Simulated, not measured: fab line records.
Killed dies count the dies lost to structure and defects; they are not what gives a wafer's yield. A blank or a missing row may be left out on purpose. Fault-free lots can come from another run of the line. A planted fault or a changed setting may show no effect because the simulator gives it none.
Matching of chambers | flow nand_harc | NHARC_A_STAIRCASE_DEP_417 on pecvd-04 has 3 sister chambers
The step deposits Si3N4, target thk 60 nm. 3 wafers are shown with their chamber, then 9 later ones without.

## WAFERS, EACH WITH ITS CHAMBER
wafer  | chamber | heater_power_w (W)
L088.5 | 2       | 690
L089.4 | 0       | 798
L089.6 | 1       | 495

## WAFERS WITHOUT THEIR CHAMBER
wafer  | heater_power_w (W)
L092.3 | 503
L092.5 | 521
L092.6 | 611
L096.1 | 547
L096.2 | 761
L096.4 | 621
L097.1 | 692
L097.2 | 501
L097.3 | 749

## CHAMBER TAKEN BY EACH
wafer  | from the rows above     | in truth
L092.3 | 1                       | 1
L092.5 | 1                       | 1
L092.6 | can't be placed: 2 or 1 | 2
L096.1 | 1                       | 1
L096.2 | can't be placed: 0 or 2 | 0
L096.4 | can't be placed: 2 or 1 | 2
L097.1 | 2                       | 2
L097.2 | 1                       | 1
L097.3 | can't be placed: 0 or 2 | 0
5 of 9 placed correctly. Unplaceable from these rows: 4, with the true chamber sitting among the candidates in 4. Wrongly placed: 0.
How it was worked out, from the rows above alone: a wafer's distance from a chamber is the root of the sum, over the readings, of the square of ((its reading less the chamber's mean) divided by the reading's scatter). If the next closest chamber is less than 2 further off than the closest, the wafer can't be placed; otherwise it belongs to the closest. A chamber's mean is the mean of its shown wafers. The scatter: root of mean squared gap, hidden wafer to nearest shown wafer, with one shown wafer a chamber.
